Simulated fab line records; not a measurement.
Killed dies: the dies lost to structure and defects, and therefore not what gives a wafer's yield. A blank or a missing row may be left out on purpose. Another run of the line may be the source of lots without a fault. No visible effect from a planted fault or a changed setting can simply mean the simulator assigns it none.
The tool behind it: which one? | flow n5 finfet | 8 lots, 21 wafers sampled, at 8 steps of a route of 1938

## WHAT THE GAUGES READ, wafer by wafer
N5_BEOL_M4_OCD_MEAS_38. Usual: trench depth nm 55.5 nm, standard deviation 1.3.
lot  | measured     | on     | trench depth nm (nm) | flag
L178 | day 8 02:09  | ocd-02 | 54.4 54.6 56.6       |
L180 | day 8 13:20  | ocd-02 | 54.4 56.7 54.6       |
L182 | day 9 02:40  | ocd-01 | 55.7 57.3 57.7       |
L184 | day 9 05:26  | ocd-01 | 57.2 55.8 58.1       |
L192 | day 13 01:28 | ocd-01 | 34.6 33.4            | OFF
L187 | day 13 01:51 | ocd-01 | 53.1 34.3            | OFF
L193 | day 13 21:13 | ocd-01 | 34.8 54.4            | OFF
L195 | day 14 03:37 | ocd-02 | 56.7 57.2 56.9       |

N5_BEOL_M4_CD_MEAS_35: target cd 18 nm, target cd y 22.4 nm. Usual: cd nm 18.1 nm, standard deviation 0.35.
lot  | measured     | on        | cd nm (nm)     | flag
L178 | day 8 02:18  | cd sem-02 | 17.7 18.6 18.0 |
L180 | day 8 13:29  | cd sem-02 | 18.3 18.0 18.1 |
L182 | day 9 02:49  | cd sem-01 | 18.5 18.3 18.4 |
L184 | day 9 05:36  | cd sem-03 | 18.0 18.2 17.8 |
L192 | day 13 01:43 | cd sem-02 | 17.9 18.5      |
L187 | day 13 02:00 | cd sem-02 | 18.0 17.5      |
L193 | day 13 21:22 | cd sem-02 | 17.4 19.1      |
L195 | day 14 03:46 | cd sem-02 | 17.9 18.2 17.8 |

N5_BEOL_M4_THK_MEAS_53: measures by xrf. Usual: M4_THK 40.1 nm, standard deviation 1.7.
lot  | measured     | on            | M4_THK (nm)    | flag
L178 | day 8 05:34  | film metro-01 | 38.0 38.9 39.6 |
L180 | day 8 17:38  | film metro-01 | 38.4 41.9 39.0 |
L182 | day 9 05:58  | film metro-02 | 42.1 43.8 43.5 |
L184 | day 9 09:46  | film metro-01 | 43.5 41.1 42.4 |
L192 | day 13 06:59 | film metro-01 | 19.3 18.1      | OFF
L187 | day 13 07:08 | film metro-01 | 38.5 19.9      | OFF
L193 | day 14 01:05 | film metro-01 | 20.6 40.4      | OFF
L195 | day 14 08:33 | film metro-02 | 40.4 41.6 41.4 |

N5_BEOL_M4_RS_MEAS_58: the measuring method here is four-point-probe. Usual: M4_RS 0.67 ohm/sq, standard deviation 0.036.
lot  | measured     | on            | M4_RS (ohm/sq) | flag
L178 | day 8 05:50  | film metro-01 | 0.72 0.70 0.68 |
L180 | day 8 17:59  | film metro-02 | 0.70 0.62 0.69 |
L182 | day 9 06:13  | film metro-01 | 0.63 0.60 0.60 |
L184 | day 9 10:01  | film metro-01 | 0.59 0.64 0.61 |
L192 | day 13 07:15 | film metro-02 | 1.78 1.94      | OFF
L187 | day 13 07:25 | film metro-02 | 0.70 1.68      | OFF
L193 | day 14 01:21 | film metro-02 | 1.63 0.66      | OFF
L195 | day 14 08:49 | film metro-01 | 0.68 0.65 0.65 |

N5_BEOL_M4_RC_MEAS_101. Usual: DIBL_N 36.3 mV/V, standard deviation 1.9; DIBL_P 36.0 mV/V, standard deviation 2.1; IOFF_N 0.16 nA/um, standard deviation 0.031; IOFF_P 0.21 nA/um, standard deviation 0.035; ION_N 675 uA/um, standard deviation 14; ION_P 464 uA/um, standard deviation 8.5; SERP_M4 192 ohm/um, standard deviation 17; SERP_M4_max_site 205 ohm/um, standard deviation 18; SS_N 71.5 mV/dec, standard deviation 0.6; SS_P 73.3 mV/dec, standard deviation 0.72; VT_N 250 mV, standard deviation 3.2; VT_P -250 mV, standard deviation 3.1.
lot  | measured     | on        | DIBL_N (mV/V)  | DIBL_P (mV/V)  | IOFF_N (nA/um) | IOFF_P (nA/um) | ION_N (uA/um) | ION_P (uA/um) | SERP_M4 (ohm/um) | SERP_M4_max_site (ohm/um) | SS_N (mV/dec)  | SS_P (mV/dec)  | VT_N (mV)   | VT_P (mV)      | flag
L178 | day 8 06:11  | prober-01 | 33.5 37.7 34.6 | 31.3 36.1 32.5 | 0.11 0.17 0.13 | 0.14 0.20 0.15 | 649 662 664   | 443 455 452   | 205 179 185      | 213 197 196               | 70.3 72.0 71.9 | 72.5 73.5 72.4 | 254 253 253 | -258 -252 -256 |
L180 | day 8 18:02  | prober-02 | 36.8 35.1 34.9 | 36.4 34.4 34.6 | 0.15 0.13 0.13 | 0.20 0.18 0.18 | 654 664 668   | 452 455 459   | 192 172 192      | 204 182 206               | 72.1 70.7 71.4 | 73.0 72.6 73.1 | 254 253 253 | -254 -253 -253 |
L182 | day 9 06:25  | prober-02 | 39.9 38.3 37.1 | 40.2 37.8 35.9 | 0.22 0.18 0.17 | 0.26 0.23 0.21 | 692 689 701   | 471 473 477   | 175 176 161      | 185 180 168               | 72.2 71.7 71.5 | 75.1 73.6 74.6 | 247 247 246 | -246 -246 -248 |
L184 | day 9 10:14  | prober-01 | 33.6 36.4 35.0 | 31.7 35.0 34.1 | 0.10 0.14 0.12 | 0.16 0.21 0.20 | 667 675 663   | 464 462 462   | 161 176 177      | 168 200 185               | 70.8 72.4 70.9 | 71.8 72.9 72.1 | 257 252 255 | -254 -248 -249 |
L192 | day 13 07:18 | prober-02 | 39.3 36.2      | 40.2 36.0      | 0.22 0.15      | 0.29 0.20      | 696 686       | 484 472       | 426 453          | 457 497                   | 72.3 71.5      | 74.4 73.3      | 246 249     | -245 -252      | OFF
L187 | day 13 07:55 | prober-01 | 39.8 36.5      | 38.6 34.7      | 0.22 0.15      | 0.28 0.21      | 686 667       | 470 458       | 208 457          | 214 482                   | 72.1 71.7      | 74.4 72.7      | 247 251     | -246 -250      | OFF
L193 | day 14 01:24 | prober-01 | 38.9 37.8      | 37.9 36.4      | 0.18 0.15      | 0.24 0.22      | 673 648       | 462 451       | 417 174          | 477 176                   | 71.4 72.2      | 74.0 74.2      | 248 253     | -249 -252      | OFF
L195 | day 14 09:01 | prober-01 | 36.4 36.8 36.2 | 36.4 38.3 37.6 | 0.18 0.19 0.18 | 0.21 0.24 0.25 | 668 685 681   | 460 466 469   | 194 185 212      | 202 203 232               | 72.1 71.9 71.6 | 73.0 74.0 74.3 | 249 247 246 | -249 -248 -246 |

## EACH LOT AND THE TOOL THAT RAN IT (in order: tool; ch and the chambers of the sampled wafers; start)
lot  | N5_BEOL_M4_ETCH_70                 | N5_BEOL_M4_VIA_ETCH_34             | N5_BEOL_M4_TRENCH_ETCH_37
L178 | rie diel-03 ch 1,2,3, day 8 01:47  | rie diel-03 ch 1,2,3, day 8 01:53  | rie diel-03 ch 1,2,3, day 8 01:59
L180 | rie diel-02 ch 0,2, day 8 12:49    | rie diel-02 ch 0,2, day 8 12:58    | rie diel-02 ch 0,2, day 8 13:07
L182 | rie diel-02 ch 1,2, day 9 02:19    | rie diel-02 ch 1,2, day 9 02:25    | rie diel-02 ch 1,2, day 9 02:31
L184 | rie diel-02 ch 0,2, day 9 05:04    | rie diel-02 ch 0,2, day 9 05:11    | rie diel-02 ch 0,2, day 9 05:17
L192 | rie diel-02 ch 1,2, day 13 01:07   | rie diel-02 ch 1,2, day 13 01:13   | rie diel-02 ch 1,2, day 13 01:19
L187 | rie diel-02 ch 2,3, day 13 01:29   | rie diel-02 ch 2,3, day 13 01:35   | rie diel-02 ch 2,3, day 13 01:41
L193 | rie diel-02 ch 2,3, day 13 20:52   | rie diel-02 ch 2,3, day 13 20:58   | rie diel-02 ch 2,3, day 13 21:04
L195 | rie diel-04 ch 0,1,3, day 14 03:15 | rie diel-04 ch 0,1,3, day 14 03:21 | rie diel-04 ch 0,1,3, day 14 03:27
- N5_BEOL_M4_ETCH_70: etches SOC in N2/H2, target depth 80 nm, overetch 24 nm, time 130 s.
- N5_BEOL_M4_VIA_ETCH_34: etches the open film in C4F6/O2, target depth 69.4 nm, time 65.9 s.
- N5_BEOL_M4_TRENCH_ETCH_37: etches SiOC in C4F6/O2, target depth 55.555 nm, time 29.2 s.

## WHAT THE TOOLS THEMSELVES READ (means of the sampled wafers that have a number; where no wafer has one, the mark that the record gives instead)
N5_BEOL_M4_ETCH_70. Usual: chamber pressure mTorr 30.00 mTorr, standard deviation 0.032; drypump motor current A 5.9 A, standard deviation 0.41; oes product au 0.58 a.u., standard deviation 0.055; rf vpp V 525 V, standard deviation 3.1; showerhead plenum p Torr 2.57 Torr, standard deviation 0.11; throttle valve pct 17.83 %, standard deviation 0.21.
lot  | tool        | chamber pressure mTorr (mTorr) | drypump motor current A (A) | oes product au (a.u.) | rf vpp V (V) | showerhead plenum p Torr (Torr) | throttle valve pct (%) | flag
L178 | rie diel-03 | 30.00                          | 5.5                         | 0.60                  | 526          | 2.60                            | 17.80                  |
L180 | rie diel-02 | 30.00                          | 6.3                         | 0.55                  | 523          | 2.50                            | 17.92                  |
L182 | rie diel-02 | 30.01                          | 6.1                         | 0.60                  | 528          | 2.67                            | 17.65                  |
L184 | rie diel-02 | 30.00                          | 6.1                         | 0.56                  | 525          | 2.58                            | 17.80                  |
L192 | rie diel-02 | 29.98                          | 6.1                         | 0.58                  | 528          | 2.67                            | 17.68                  |
L187 | rie diel-02 | 29.99                          | 6.2                         | 0.58                  | 526          | 2.62                            | 17.83                  |
L193 | rie diel-02 | 30.02                          | 6.2                         | 0.57                  | 524          | 2.60                            | 17.84                  |
L195 | rie diel-04 | 29.96                          | 6.0                         | 0.62                  | 522          | 2.50                            | 17.55                  |

N5_BEOL_M4_VIA_ETCH_34. Usual: chamber pressure mTorr 15.001 mTorr (standard deviation 0.015); drypump motor current A 5.9 A (standard deviation 0.41); oes_ar_750_au 0.79 a.u. (standard deviation 0.079); oes product au 0.79 a.u. (standard deviation 0.078); rf vpp V 675 V (standard deviation 12); showerhead plenum p Torr 2.88 Torr (standard deviation 0.12); throttle valve pct 30.78 % (standard deviation 0.22).
lot  | tool        | chamber pressure mTorr (mTorr) | drypump motor current A (A) | oes_ar_750_au (a.u.) | oes product au (a.u.) | rf vpp V (V) | showerhead plenum p Torr (Torr) | throttle valve pct (%) | flag
L178 | rie diel-03 | 15.005                         | 5.5                         | 0.81                 | 0.81                  | 679          | 2.91                            | 30.72                  |
L180 | rie diel-02 | 14.997                         | 6.3                         | 0.74                 | 0.76                  | 685          | 2.81                            | 30.90                  |
L182 | rie diel-02 | 15.010                         | 6.1                         | 0.83                 | 0.83                  | 678          | 3.00                            | 30.70                  |
L184 | rie diel-02 | 15.006                         | 6.1                         | 0.76                 | 0.77                  | 684          | 2.90                            | 30.84                  |
L192 | rie diel-02 | 15.012                         | 6.1                         | 0.80                 | 0.80                  | 678          | 2.99                            | 30.70                  |
L187 | rie diel-02 | 15.008                         | 6.2                         | 0.79                 | 0.80                  | 673          | 2.92                            | 30.90                  |
L193 | rie diel-02 | 15.006                         | 6.2                         | 0.79                 | 0.79                  | 672          | 2.92                            | 30.90                  |
L195 | rie diel-04 | 14.996                         | 6.0                         | 0.86                 | 0.85                  | 662          | 2.81                            | 30.57                  |

N5_BEOL_M4_TRENCH_ETCH_37. Usual: chamber pressure mTorr 30.000 mTorr (standard deviation 0.028); drypump motor current A 5.9 A (standard deviation 0.41); oes_ar_750_au 0.79 a.u. (standard deviation 0.078); oes product au 0.79 a.u. (standard deviation 0.078); rf vpp V 676 V (standard deviation 12); showerhead plenum p Torr 2.88 Torr (standard deviation 0.12); throttle valve pct 20.89 % (standard deviation 0.22).
lot  | tool        | chamber pressure mTorr (mTorr) | drypump motor current A (A) | oes_ar_750_au (a.u.) | oes product au (a.u.) | rf vpp V (V) | showerhead plenum p Torr (Torr) | throttle valve pct (%) | flag
L178 | rie diel-03 | 30.006                         | 5.5                         | 0.80                 | 0.80                  | 680          | 2.92                            | 20.85                  |
L180 | rie diel-02 | 30.004                         | 6.3                         | 0.74                 | 0.75                  | 685          | 2.82                            | 20.97                  |
L182 | rie diel-02 | 30.003                         | 6.1                         | 0.83                 | 0.83                  | 678          | 3.00                            | 20.77                  |
L184 | rie diel-02 | 29.995                         | 6.1                         | 0.76                 | 0.77                  | 683          | 2.90                            | 20.92                  |
L192 | rie diel-02 | 29.999                         | 6.1                         | 0.80                 | 0.60                  | 678          | 3.00                            | 20.72                  |
L187 | rie diel-02 | 30.007                         | 6.2                         | 0.79                 | 0.69                  | 672          | 2.93                            | 20.89                  |
L193 | rie diel-02 | 30.013                         | 6.2                         | 0.79                 | 0.69                  | 673          | 2.92                            | 20.91                  |
L195 | rie diel-04 | 29.987                         | 6.0                         | 0.85                 | 0.85                  | 662          | 2.81                            | 20.72                  |

## THE ANSWER, worked out from the rows above alone
Rule: a lot is off if the mean of its wafers that have a number lies more than 3 standard deviations from the usual mean. Also off: a lot with no number at a reading for which 4 or more lots have one. The other lots that the step has rows for count as sound. The gauges are gone through in route order, then the tools' own readings, and for those a lot's mean is taken as printed above. The first step at which some lot is off is used, and at that step the reading that is off furthest; a lot without a number counts as furthest.
Off: L192, L187, L193 (N5_BEOL_M4_OCD_MEAS_38, trench depth nm).
If a tool, at a process step before that reading, ran all the lots that are off and no sound lot after the first of them, it fits. The gauges at N5_BEOL_M4_OCD_MEAS_38 aren't tried: what is off there is off at N5_BEOL_M4_THK_MEAS_53 too, on other tools, and a gauge's error can't cause that. One fits: rie diel-02 at N5_BEOL_M4_ETCH_70 and N5_BEOL_M4_VIA_ETCH_34 and N5_BEOL_M4_TRENCH_ETCH_37. At N5_BEOL_M4_ETCH_70 its last sound lot is L184 (day 9 05:04), its first lot that is off L192 (day 13 01:07): a fault that began between those two fits.

## WHAT HAD BEEN PUT IN BY THE SIMULATOR
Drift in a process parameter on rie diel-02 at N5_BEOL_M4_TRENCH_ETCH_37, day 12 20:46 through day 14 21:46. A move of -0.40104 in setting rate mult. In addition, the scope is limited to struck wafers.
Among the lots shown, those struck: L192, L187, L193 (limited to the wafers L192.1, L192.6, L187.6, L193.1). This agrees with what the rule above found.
